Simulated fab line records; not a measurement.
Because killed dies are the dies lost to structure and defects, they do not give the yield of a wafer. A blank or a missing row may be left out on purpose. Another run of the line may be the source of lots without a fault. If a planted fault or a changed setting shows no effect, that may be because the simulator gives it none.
A lot that was struck, set against a sound lot + flow n5_finfet + 44 out of 1938 route steps
Sound: the wafers L371.3, L371.4, L371.5. Struck: wafer L382.1. (L382.3, L382.4 of the same lot were not struck and are left out.) The cause comes at the end.
Per side, at each step with rows, come the tool, then ch with its chambers, and then its first start. Under that, the readings that differ: sound wafers + struck wafers + difference of the means + sigmas: that difference in standard deviations of wafers without a fault.
alike: readings whose means differ by less than 2 such deviations, and words and numbers that are the same on both sides. not compared: withheld readings, readings that some wafer has no value for, bounds like >300 that may hide the same value, and numbers for which the record gives no deviation and whose values overlap.
A row with sigmas, a row that says differs or no value, or rows on one side alone: a step with any of these is where the two part. Non-overlapping numbers with no deviation appear without sigmas and do not part them. A reading that every wafer of one side lacks parts them only if that side has two wafers or more.

first, 3 steps without rows for these wafers: N5_PMOS_HMC_CHANNEL_EPI_PRECLEAN_37 (cleans in O3/DIW, time 45 s); N5_PMOS_HMC_CHANNEL_EPI_PRECLEAN_24 (cleans in DHF, time 30 s); N5_PMOS_HMC_CHANNEL_EPI_SRD_25 (time 30 s).
N5_PMOS_HMC_CHANNEL_EPI_EPI_26: deposits Si from SiH4/H2, target thk 3.8 nm, time 22.7 s.
  sound on epi_rpcvd-03 ch 0, day 2 08:16; struck on epi_rpcvd-03 ch 0, day 5 01:49
  alike: throttle_valve_pct
N5_PMOS_HMC_CHANNEL_EPI_INSPECT_30: inspects for defects (darkfield).
  struck on defect_inspect-01, day 5 02:17; sound on defect_inspect-02, day 2 08:32
  alike: raw_defect_count
then, 4 steps without rows for these wafers: N5_FIN_SAQP_PRECLEAN_42 (cleans in O3/DIW, time 60 s); N5_FIN_SAQP_PRECLEAN_00 (cleans in SC1, time 60 s); N5_FIN_SAQP_PRECLEAN_44 (cleans in SC2, time 45 s); N5_FIN_SAQP_SRD_01 (time 30 s).
N5_FIN_SAQP_ALD_61: deposits SiO2, target thk 4 nm, pulse time 1 s, purge time 2 s.
  sound on ald_sin-02 ch 2,3, day 2 09:04; struck on ald_sin-02 ch 0, day 5 03:09
| reading            | sound       | struck | difference | sigmas |
|--------------------|-------------|--------|------------|--------|
| heater_power_w (W) | 542 516 532 | 439    | -91        | -2     |
  alike: precursor_pulse_height_rel
N5_FIN_SAQP_DENSIFY_62: time 60 s.
  sound on rtp_anneal-01 ch 0, day 2 09:20; struck on rtp_anneal-01 ch 0, day 5 03:22
  alike: lamp_power_pct, lamp_zone_2_pct, wafer_temp_C_max
N5_FIN_SAQP_HM_DEP_03: deposits SiNx from SiH4/NH3/N2, target thk 38 nm, time 33.6 s.
  sound on pecvd-02 ch 0,2, day 2 09:29; struck on pecvd-01 ch 2, day 5 03:34
| reading                                      | sound             | struck | difference | sigmas |
|----------------------------------------------|-------------------|--------|------------|--------|
| heater_power_w (W)                           | 816 809 791       | 650    | -155       | -2     |
| throttle_valve_pct (%)                       | 41.2 41.6 37.5    | 45.6   | +5.5       | +2     |
| model.SiNx_of_FIN_SAQP_HM_DEP_03.thk_nm (nm) | 37.28 37.92 38.27 | 34.88  | -2.94      |        |
  alike: showerhead_plenum_p_Torr
N5_FIN_SAQP_THK_MEAS_05:
  struck on film_metro-02, day 5 03:41; sound on film_metro-02, day 2 09:34
| reading     | sound          | struck | difference | sigmas |
|-------------|----------------|--------|------------|--------|
| thk_nm (nm) | 37.2 37.9 38.3 | 34.9   | -2.9       | -6     |
then, 1 step without rows for these wafers: N5_FIN_SAQP_PECVD_47 (deposits a-Si from SiH4/He, target thk 45 nm, time 36.3 s).
N5_FIN_SAQP_PECVD_48: deposits SiNx from SiH4/NH3/N2, target thk 25 nm, time 22.1 s.
  sound on pecvd-04 ch 1,2, day 2 09:39; struck on pecvd-02 ch 0, day 5 03:46
  alike: heater_power_w, showerhead_plenum_p_Torr, throttle_valve_pct
then, 1 step without rows for these wafers: N5_FIN_SAQP_PECVD_06 (deposits a-Si from SiH4/He, target thk 60 nm, time 48.1 s).
N5_FIN_SAQP_THK_MEAS_07:
  struck on film_metro-02, day 5 03:53; sound on film_metro-01, day 2 09:47
  alike: thk_nm
then, 9 steps without rows for these wafers: N5_FIN_SAQP_HM_DEP_72 (deposits SiO2 from SiH4/N2O, target thk 12 nm, time 7.2 s); N5_FIN_SAQP_COAT_49 (time 60 s, resist thk 100 nm); N5_FIN_SAQP_COAT_50 (time 60 s, resist thk 35 nm); N5_FIN_SAQP_COAT_10 (resist thk 90 nm); N5_FIN_SAQP_EBR_12; N5_FIN_SAQP_SOFTBAKE_11 (time 60 s); N5_FIN_SAQP_EXPOSE_13 (exposes mask FIN CORE, target cd 35.6 nm); N5_FIN_SAQP_PEB_14 (peb time 60 s); N5_FIN_SAQP_DEVELOP_15 (develop time 30 s).
N5_FIN_SAQP_CD_MEAS_16 targets a cd of 35.6 nm.
  sound on cd_sem-01 ch 0, day 2 10:17; struck on cd_sem-01 ch 0, day 5 04:22
  alike: cd_nm
N5_FIN_SAQP_OVL_MEAS_17:
  sound on overlay-01 ch 0, day 2 10:20; struck on overlay-01 ch 0, day 5 04:25
  alike: FIN_CORE_OVL
N5_FIN_SAQP_INSPECT_18: inspects for defects (brightfield).
  struck on defect_inspect-02, day 5 04:26; sound on defect_inspect-02, day 2 10:21
  alike: raw_defect_count
then, 6 steps without rows for these wafers: N5_FIN_SAQP_DESCUM_21 (chemistry O2, time 7.9 s); N5_FIN_SAQP_ETCH_51 (etches SiARC in CF4, target depth 45.5 nm, time 75.8 s); N5_FIN_SAQP_ETCH_52 (etches SOC in N2/H2, target depth 100 nm, overetch 20 nm, time 150 s); N5_FIN_SAQP_STRIP_53 (strips in N2/H2); N5_FIN_SAQP_HM_OPEN_73 (chemistry CHF3/O2, target SiO2, stops on a-Si, target depth 12 nm, time 16.8 s); N5_FIN_SAQP_STRIP_74 (strips in CHF3/O2).
N5_FIN_SAQP_MANDREL_ETCH_22: etches a-Si in HBr/Cl2, stops on SiNx, target depth 60 nm, bt time 10 s, time 30 s.
  sound on rie_si-01 ch 1,2, day 2 10:40; struck on rie_si-04 ch 2, day 5 04:46
  alike: drypump_motor_current_A, mfc_cl2_sccm, oes_product_au, throttle_valve_pct
  not compared: rf_hours_counter_h
then, 5 steps without rows for these wafers: N5_FIN_SAQP_STRIP_55 (strips in N2/H2); N5_FIN_SAQP_STRIP_23 (strips in SPM, time 750 s); N5_FIN_SAQP_SRD_66 (time 30 s); N5_FIN_SAQP_RECESS_75 (chemistry HF/NH3, target SiO2, target depth 14.4 nm, afs cycles 3, sublimation time 60 s); N5_FIN_SAQP_SPACER1_ALD_24 (deposits SiO2, target thk 20.3 nm, pulse time 1 s, purge time 2 s).
N5_FIN_SAQP_HM_OPEN_33: chemistry CH3F/O2, target SiNx, target depth 49.4 nm, time 70.6 s.
  sound on rie_diel-06 ch 2,3, day 2 14:16; struck on rie_diel-06 ch 2, day 5 08:59
| reading                  | sound             | struck | difference | sigmas |
|--------------------------|-------------------|--------|------------|--------|
| etch_rf_on_time_s (s)    | 68.7 69.8 70.1    | 64.0   | -5.5       | -4     |
| model.etch.depth_nm (nm) | 36.65 37.29 37.64 | 34.25  | -2.94      |        |
  alike: drypump_motor_current_A, oes_product_au, rf_vpp_V, showerhead_plenum_p_Torr, throttle_valve_pct
  not compared: rf_hours_counter_h
N5_STI_FIN_REVEAL_RECESS_09: chemistry HF/NH3, target SiO2, afs cycles 11, target depth 42.5 nm, sublimation time 60 s.
  sound on vapor_etch-02 ch 0,1, day 2 23:50; struck on vapor_etch-02 ch 0, day 5 18:34
| reading                                      | sound          | struck | difference | sigmas |
|----------------------------------------------|----------------|--------|------------|--------|
| model.SiNx_of_FIN_SAQP_HM_DEP_03.thk_nm (nm) | 17.6 18.6 19.2 | 15.8   | -2.7       |        |
  alike: drypump_motor_current_A, temp_c
-- the record jumps here: 6 days lie between the struck wafers' starts before and after (it left off in module STI_FIN_REVEAL and takes up again in module BEOL_M4, whose first step shown is number 1111 of the route) --
N5_BEOL_M4_RC_MEAS_101:
  sound on prober-02 ch 0, day 9 14:14; struck on prober-02 ch 0, day 11 22:07
  alike: DIBL_N, DIBL_P, IOFF_N, IOFF_P, ION_N, ION_P, SS_N, SS_P, VT_N, VT_P

## WHERE THEY PART
First at N5_FIN_SAQP_ALD_61; last, within this record, at N5_FIN_SAQP_HM_OPEN_33. Later steps at which nothing parts them and some readings are alike: N5_STI_FIN_REVEAL_RECESS_09, N5_BEOL_M4_RC_MEAS_101.

WHY: the cause the simulator had injected
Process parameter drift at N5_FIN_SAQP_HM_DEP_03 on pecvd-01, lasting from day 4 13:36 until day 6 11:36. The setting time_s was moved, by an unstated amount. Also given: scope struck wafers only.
